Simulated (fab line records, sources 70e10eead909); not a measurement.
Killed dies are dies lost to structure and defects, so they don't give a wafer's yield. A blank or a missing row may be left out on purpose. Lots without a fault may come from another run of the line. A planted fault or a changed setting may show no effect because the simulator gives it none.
A struck lot beside a sound one | flow nand_harc | 27 steps out of a route of 1159
Sound: wafers L306.2, L306.4, L306.5. Struck: wafers L322.1, L322.3, L322.4. The cause comes at the end.
At each step with rows: each side's tool, then ch and its chambers, then its first start. Under that, the readings that differ: sound wafers | struck wafers | difference of the means | sigmas: that difference in standard deviations of wafers without a fault.
alike: readings whose means differ by less than 2 such deviations, and words and numbers that are the same on both sides. not compared: withheld readings, readings that some wafer has no value for, bounds like >300 that may hide the same value, and numbers for which the record gives no deviation and whose values overlap.
The two part at a step that has a row with sigmas, a row that says differs or no value, or rows on one side only. Numbers that don't overlap but have no deviation are shown without sigmas and don't part them. A reading that every wafer of one side lacks parts them only if that side has two wafers or more.

NHARC_P_ZERO_WELL_INSPECT_43:
  sound on defect_inspect-02, day 1 19:34; struck on defect_inspect-01, day 5 19:42
  alike: raw_defect_count
then, 11 steps without rows for these wafers: NHARC_P_STI_ETCH_26 (etches SiO2 in dHF, target depth 11 nm); NHARC_P_STI_PRECLEAN_27 (cleans in SC1); NHARC_P_STI_SRD_28; NHARC_P_STI_OXIDE_29 (material SiO2, target thk 10 nm, ox time 1362 s); NHARC_P_STI_HM_DEP_30 (deposits Si3N4, target thk 80 nm, time 873 s); NHARC_P_STI_DEHYDRATE_01 (time 120 s); NHARC_P_STI_HMDS_02 (time 30 s); NHARC_P_STI_COAT_41 (time 65 s); NHARC_P_STI_COAT_03 (resist thk 600 nm); NHARC_P_STI_SOFTBAKE_04 (time 70 s); NHARC_P_STI_EBR_05.
NHARC_P_STI_EXPOSE_06: exposes mask P STI, target cd 200 nm.
  sound on krf_scanner-02 ch 0, day 2 07:14; struck on krf_scanner-01 ch 0, day 6 10:58
  reading | sound                   | struck                           | difference | sigmas
  mask    | P_STI#0 P_STI#0 P_STI#0 | P_STI_R1#0 P_STI_R1#0 P_STI_R1#0 | differs    |
then, 2 steps without rows for these wafers: NHARC_P_STI_PEB_07 (peb time 80 s); NHARC_P_STI_DEVELOP_08 (time 50 s).
NHARC_P_STI_CD_MEAS_09: target cd 200 nm.
  sound on cd_sem-02 ch 0, day 2 07:23; struck on cd_sem-03 ch 0, day 6 11:07
  reading    | sound       | struck      | difference | sigmas
  cd_nm (nm) | 194 195 195 | 230 233 233 | +37        | +9
NHARC_P_STI_OVL_MEAS_10:
  sound on overlay-01, day 2 07:29; struck on overlay-01, day 6 11:13
  reading           | sound       | struck   | difference | sigmas
  overlay_x_nm (nm) | -13 -12 -13 | 14 14 14 | +27        | +5
  overlay_y_nm (nm) | -12 -13 -12 | 11 11 11 | +23        | +4
NHARC_P_STI_INSPECT_11:
  sound on defect_inspect-02, day 2 07:31; struck on defect_inspect-01, day 6 11:16
  alike: raw_defect_count
then, 1 step without rows for these wafers: NHARC_P_STI_HARDBAKE_13 (time 65 s).
NHARC_P_STI_DESCUM_14: chemistry O2, time 3 s.
  sound on rie_diel-06 ch 1,2,3, day 2 07:39; struck on rie_diel-06 ch 0,1,3, day 6 11:24
  reading                | sound             | struck            | difference | sigmas
  model.P_STI.cd_nm (nm) | 192.8 193.5 194.5 | 229.6 233.3 233.6 | +38.6      |
  alike: drypump_motor_current_A, oes_product_au, rf_vpp_V, showerhead_plenum_p_Torr, throttle_valve_pct
  not compared: rf_hours_counter_h
NHARC_P_STI_ETCH_42: etches the open film in N2/H2, target depth 80 nm, overetch 24 nm, time 61 s.
  sound on rie_diel-06 ch 1,3, day 2 07:44; struck on rie_diel-06 ch 0,1,3, day 6 11:29
  alike: drypump_motor_current_A, oes_product_au, rf_vpp_V, showerhead_plenum_p_Torr, throttle_valve_pct
  not compared: rf_hours_counter_h
NHARC_P_STI_ETCH_31: etches the open film in CF4/CHF3, target depth 108.9 nm, time 54.5 s.
  sound on rie_diel-06 ch 0,2; struck on rie_diel-06 ch 0,2,3
  alike: cf4_flow_sccm, drypump_motor_current_A, oes_product_au, rf_vpp_V, showerhead_plenum_p_Torr, throttle_valve_pct
  not compared: rf_hours_counter_h
NHARC_P_STI_ETCH_15: etches the open film in HBr/Cl2, target depth 300 nm, time 100.1 s.
  sound on rie_si-01 ch 0,1, day 2 07:56; struck on rie_si-05 ch 0,1,2, day 6 11:41
  reading                | sound             | struck            | difference | sigmas
  model.P_STI.cd_nm (nm) | 192.4 195.5 194.6 | 229.3 236.2 232.6 | +38.5      |
  alike: drypump_motor_current_A, oes_product_au, throttle_valve_pct
  not compared: rf_hours_counter_h
NHARC_P_STI_CD_MEAS_16:
  sound on cd_sem-02, day 2 08:05; struck on cd_sem-02, day 6 11:50
  reading    | sound       | struck      | difference | sigmas
  cd_nm (nm) | 192 196 194 | 229 236 232 | +38        | +9
NHARC_P_STI_OCD_MEAS_17:
  sound on ocd-02, day 2 08:11; struck on ocd-01, day 6 11:56
  reading                | sound       | struck      | difference | sigmas
  trench_foot_cd_nm (nm) | 151 153 153 | 189 191 191 | +38        | +10
  alike: trench_depth_nm
then, 1 step without rows for these wafers: NHARC_P_STI_STRIP_19 (strips in SPM, time 900 s).
-- the record jumps here: 18 days lie between the struck wafers' starts before and after (it left off in module P_STI and takes up again in module END, whose first step shown is number 1159 of the route) --
NHARC_END_SORT_01:
  the record has rows for the struck wafers here (prober-02 ch 0, day 24 09:19) and none for the sound ones

WHERE THEY PART
First at NHARC_P_STI_EXPOSE_06; last, within this record, at NHARC_END_SORT_01.

WHY: what the simulator had put in
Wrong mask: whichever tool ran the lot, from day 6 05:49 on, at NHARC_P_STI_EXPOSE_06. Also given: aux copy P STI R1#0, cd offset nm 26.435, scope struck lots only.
